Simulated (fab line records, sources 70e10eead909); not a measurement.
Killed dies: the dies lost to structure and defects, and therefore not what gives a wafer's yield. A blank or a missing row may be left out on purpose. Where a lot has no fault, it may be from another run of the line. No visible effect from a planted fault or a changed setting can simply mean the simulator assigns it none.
Comparing a struck lot with a sound one :: flow nand-harc :: 40 steps out of a route of 1302
Sound: these wafers, L369.2, L369.4, L369.6. Wafers L379.1, L379.4, L379.5 were the ones struck. The cause comes at the end.
Each step with rows lists, per side, the tool, then ch with its chambers, then its first start. Under that, the readings that differ: sound wafers :: struck wafers :: difference of the means :: sigmas: that difference in standard deviations of wafers without a fault.
alike: readings whose means differ by less than 2 such deviations, and words and numbers that are the same on both sides. not compared: withheld readings, readings that some wafer has no value for, bounds like >300 that may hide the same value, and numbers for which the record gives no deviation and whose values overlap.
A row with sigmas, a row that says differs or no value, or rows on one side alone: a step with any of these is where the two part. Non-overlapping numbers with no deviation appear without sigmas and do not part them. Lack of a reading on every wafer of one side parts them only where that side has two or more wafers.

NHARC_A_CONTACT_INSPECT_10:
  struck on defect-inspect-02, day 26 00:49; sound on defect-inspect-02, day 22 18:07
  alike: raw-defect-count
then, 2 steps without rows for these wafers: NHARC_A_CONTACT_DESCUM_13 (chemistry O2, time 3 s); NHARC_A_CONTACT_ETCH_88 (etches the open film in CF4, target depth 39 nm, time 65 s).
NHARC_A_CONTACT_ETCH_89: etches the open film in N2/H2, target depth 260 nm, time 475.3 s.
  sound: rie-diel-02 ch 0,1,2; struck: rie-diel-04 ch 0,1,2
  alike: drypump-motor-current-A, oes-product-au, rf-vpp-V, showerhead-plenum-p-Torr, throttle-valve-pct
  not compared: rf-hours-counter-h
then, 4 steps without rows for these wafers: NHARC_A_CONTACT_ETCH_30 (etches the open film in CF4/CHF3, target depth 72.6 nm, time 36.3 s); NHARC_A_CONTACT_ETCH_31 (etches the open film in O2/COS, target depth 2800 nm, time 728 s); NHARC_A_CONTACT_ETCH_134 (etches the open film in C4F8/O2/Ar, time 140 s, target depth 700 nm); NHARC_A_CONTACT_ETCH_135 (etches the open film in C4F8/O2/Ar, time 311 s, target depth 1912 nm).
NHARC_A_CONTACT_ETCH_136: etches the open film in C4F8/O2/Ar, time 311 s, target depth 1912 nm.
  sound on har-cap-etch-03 ch 1, day 22 19:47; struck on har-cap-etch-03 ch 1, day 26 02:29
  not compared: rf-hours-counter-h
then, 3 steps without rows for these wafers: NHARC_A_CONTACT_ETCH_137 (etches the open film in C4F8/O2/Ar, time 311 s, target depth 1912 nm); NHARC_A_CONTACT_ETCH_138 (etches the open film in C4F8/O2/Ar, time 311 s, target depth 1914 nm); NHARC_A_CONTACT_ETCH_139 (etches the open film in C4F8/O2/Ar, time 195 s, target depth 840 nm).
NHARC_A_CONTACT_ETCH_92: etches the open film in CH3F/O2, target depth 40 nm, time 85.7 s.
  sound on rie-diel-08 ch 0,3, day 22 21:15; struck on rie-diel-08 ch 0,1,3, day 26 03:52
  alike: drypump-motor-current-A, o2-flow-sccm, oes-product-au, rf-vpp-V, showerhead-plenum-p-Torr, throttle-valve-pct
  not compared: rf-hours-counter-h
NHARC_A_CONTACT_ETCH_98: etches the open film in C4F6/O2, target depth 20 nm, time 10 s.
  sound: rie-diel-08 ch 0,3; struck: rie-diel-08 ch 0,1,3
  alike: drypump-motor-current-A, o2-flow-sccm, oes-product-au, rf-vpp-V, showerhead-plenum-p-Torr, throttle-valve-pct
  not compared: rf-hours-counter-h
NHARC_A_CONTACT_CD_MEAS_15:
  struck on cd-sem-03, day 26 04:04; sound on cd-sem-03, day 22 21:28
reading: cd-nm (nm)
sound: 189.6 190.6 189.4
struck: 191.1 191.1 191.0
difference: +1.2
sigmas: +2
then, 3 steps without rows for these wafers: NHARC_A_CONTACT_STRIP_107 (strips in N2/H2); NHARC_A_CONTACT_STRIP_108 (strips in CF4/CHF3); NHARC_A_CONTACT_STRIP_109 (strips in O2/COS).
NHARC_A_CONTACT_ETCH_110: etches the open film in CF4/O2, target depth 60 nm, overetch 6 nm, time 33 s.
  sound on rie-diel-04 ch 0,1,2, day 22 22:14; struck on rie-diel-04 ch 0,3, day 26 04:23
  alike: drypump-motor-current-A, o2-flow-sccm, oes-product-au, rf-vpp-V, showerhead-plenum-p-Torr, throttle-valve-pct
  not compared: rf-hours-counter-h
then, 16 steps without rows for these wafers: NHARC_A_CONTACT_STRIP_26 (strips in O2); NHARC_A_CONTACT_STRIP_27 (strips in post etch residue remover, time 600 s); NHARC_A_CONTACT_ALD_18 (deposits TiN, target thk 3 nm, pulse time 1 s, ald cycles 150); NHARC_A_CONTACT_CVD_19 (deposits W, target thk 300 nm, time 802 s); NHARC_A_CONTACT_CMP_20 (polishes, t overpolish 30 s, target thk 300 nm); NHARC_A_CONTACT_SRD_22; NHARC_A_BLC_DEHYDRATE_00 (time 120 s); NHARC_A_BLC_HMDS_01 (time 30 s); NHARC_A_BLC_COAT_02 (time 75 s); NHARC_A_BLC_COAT_03 (time 65 s); NHARC_A_BLC_COAT_04 (resist thk 90 nm); NHARC_A_BLC_SOFTBAKE_05 (time 55 s); NHARC_A_BLC_EBR_06; NHARC_A_BLC_EXPOSE_07 (exposes mask A BLC, target cd 100 nm); NHARC_A_BLC_PEB_08 (peb time 65 s); NHARC_A_BLC_DEVELOP_09 (develop time 35 s).
NHARC_A_BLC_CD_MEAS_10 targets a cd of 100 nm.
  sound on cd-sem-03 ch 0, day 23 00:53; struck on cd-sem-01 ch 0, day 26 06:55
  alike: cd-nm
NHARC_A_BLC_OVL_MEAS_11:
  struck on overlay-02, day 26 07:00; sound on overlay-02, day 23 00:59
reading: overlay-x-nm (nm)
sound: 0.2 1.5 0.7
struck: -1.2 -1.3 -0.9
difference: -1.9
sigmas: -2
  alike: overlay-y-nm
then, 1 step without rows for these wafers: NHARC_A_BLC_DESCUM_15 (chemistry O2, time 3 s).
NHARC_A_BLC_ETCH_16: etches the open film in CF4, target depth 39 nm, time 65 s.
  sound on rie-diel-10 ch 0,1, day 23 01:10; struck on rie-diel-10 ch 0,1,3, day 26 07:11
  alike: drypump-motor-current-A, oes-product-au, rf-vpp-V, showerhead-plenum-p-Torr, throttle-valve-pct
  not compared: rf-hours-counter-h
NHARC_END_SORT_01:
  the record has rows for the struck wafers here (prober-01 ch 0, day 28 00:22) and none for the sound ones

WHERE THEY PART
At NHARC_A_CONTACT_CD_MEAS_15 first; at NHARC_END_SORT_01 last (within this record only).

WHY: whatever the simulator had introduced
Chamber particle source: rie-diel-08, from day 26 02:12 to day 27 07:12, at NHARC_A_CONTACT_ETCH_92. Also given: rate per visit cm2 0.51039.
